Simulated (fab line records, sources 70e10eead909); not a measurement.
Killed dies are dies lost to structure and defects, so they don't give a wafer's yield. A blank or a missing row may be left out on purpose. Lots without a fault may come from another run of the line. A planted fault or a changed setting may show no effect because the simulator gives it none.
Chamber matching | flow nand_harc | NHARC_A_ZERO_WELL_ETCH_19 on rie_diel-10: 4 sister chambers
The step etches the open film in N2/H2, target depth 80 nm, overetch 24 nm, time 87.88 s. 33 wafers are shown with their chamber, then 12 later ones without.

WAFERS WITH THEIR CHAMBER
wafer  | chamber | drypump_motor_current_A (A) | rf_vpp_V (V) | oes_product_au (a.u.)
L074.1 | 1       | 5.8                         | 435.1        | 0.994
L074.2 | 2       | 5.9                         | 428.1        | 0.974
L074.6 | 3       | 6.1                         | 427.4        | 1.005
L076.1 | 0       | 5.8                         | 433.8        | 1.004
L076.2 | 3       | 6.0                         | 427.9        | 1.006
L076.5 | 2       | 5.9                         | 429.3        | 0.981
L077.2 | 3       | 6.0                         | 428.9        | 1.006
L077.4 | 1       | 5.8                         | 435.0        | 1.005
L077.6 | 0       | 5.8                         | 432.9        | 0.997
L079.1 | 3       | 6.0                         | 427.6        | 0.999
L079.2 | 2       | 5.9                         | 428.6        | 0.983
L079.5 | 0       | 5.7                         | 433.8        | 0.990
L080.3 | 3       | 6.0                         | 429.5        | 1.004
L080.5 | 2       | 5.9                         | 428.9        | 0.986
L080.6 | 1       | 5.8                         | 435.4        | 1.004
L081.1 | 0       | 5.8                         | 432.0        | 1.001
L081.3 | 1       | 5.8                         | 433.6        | 1.013
L081.6 | 2       | 5.9                         | 428.9        | 0.972
L083.1 | 3       | 6.0                         | 430.9        | 1.006
L083.2 | 1       | 5.8                         | 433.6        | 1.000
L083.5 | 0       | 5.8                         | 432.7        | 0.995
L086.2 | 3       | 6.1                         | 430.9        | 1.006
L086.3 | 0       | 5.8                         | 433.2        | 0.987
L086.6 | 1       | 5.8                         | 433.8        | 1.009
L088.4 | 1       | 5.8                         | 436.3        | 1.006
L088.5 | 1       | 5.8                         | 435.5        | 1.007
L088.6 | 0       | 5.8                         | 433.0        | 0.990
L087.1 | 1       | 5.8                         | 434.2        | 1.016
L087.5 | 0       | 5.8                         | 433.1        | 0.980
L087.6 | 3       | 6.0                         | 429.4        | 1.003
L089.1 | 0       | 5.8                         | 431.6        | 0.992
L089.3 | 1       | 5.8                         | 435.0        | 1.002
L089.4 | 3       | 6.0                         | 429.2        | 1.007

SIGNATURES (means of the wafers above)
reading                 | chamber 0 | chamber 1 | chamber 2 | chamber 3 | scatter within a chamber
drypump_motor_current_A | 5.789     | 5.800     | 5.900     | 6.022     | 0.029
rf_vpp_V                | 432.900   | 434.750   | 428.760   | 429.078   | 0.946
oes_product_au          | 0.99289   | 1.00560   | 0.97920   | 1.00467   | 0.00581
Rule: a wafer's distance from a chamber is the root of the sum, over the readings, of the square of ((its reading less the chamber's mean) divided by the reading's scatter). The wafer belongs to the nearest chamber; if the next one is less than 2 further off, it can't be placed. The scatter: the root of (the sum of the squares of (reading less its chamber's mean) over the shown wafers, divided by (wafers less chambers)).

WAFERS WITHOUT THEIR CHAMBER
wafer  | drypump_motor_current_A (A) | rf_vpp_V (V) | oes_product_au (a.u.)
L090.2 | 5.8                         | 432.7        | 0.977
L090.3 | 5.8                         | 435.2        | 0.989
L090.6 | 6.1                         | 430.9        | 1.004
L095.1 | 6.0                         | 428.3        | 1.008
L095.4 | 5.8                         | 434.2        | 0.988
L095.5 | 6.0                         | 428.1        | 0.998
L096.1 | 6.0                         | 429.3        | 1.006
L096.3 | 5.8                         | 433.7        | 0.999
L096.4 | 5.8                         | 433.3        | 0.983
L097.2 | 5.9                         | 427.0        | 1.007
L097.4 | 6.1                         | 430.3        | 1.000
L097.5 | 6.0                         | 428.0        | 1.007

WHICH CHAMBER EACH WENT THROUGH
wafer  | from the rows above     | in truth
L090.2 | 0                       | 0
L090.3 | can't be placed: 0 or 1 | 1
L090.6 | 3                       | 3
L095.1 | 3                       | 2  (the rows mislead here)
L095.4 | can't be placed: 0 or 1 | 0
L095.5 | 3                       | 3
L096.1 | 3                       | 3
L096.3 | can't be placed: 0 or 1 | 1
L096.4 | 0                       | 0
L097.2 | can't be placed: 3 or 2 | 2
L097.4 | 3                       | 3
L097.5 | 3                       | 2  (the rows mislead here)
Placed correctly: 6 of 12. Can't be placed from these rows: 4 (the true chamber is among the candidates in 4). Placed wrongly: 2.
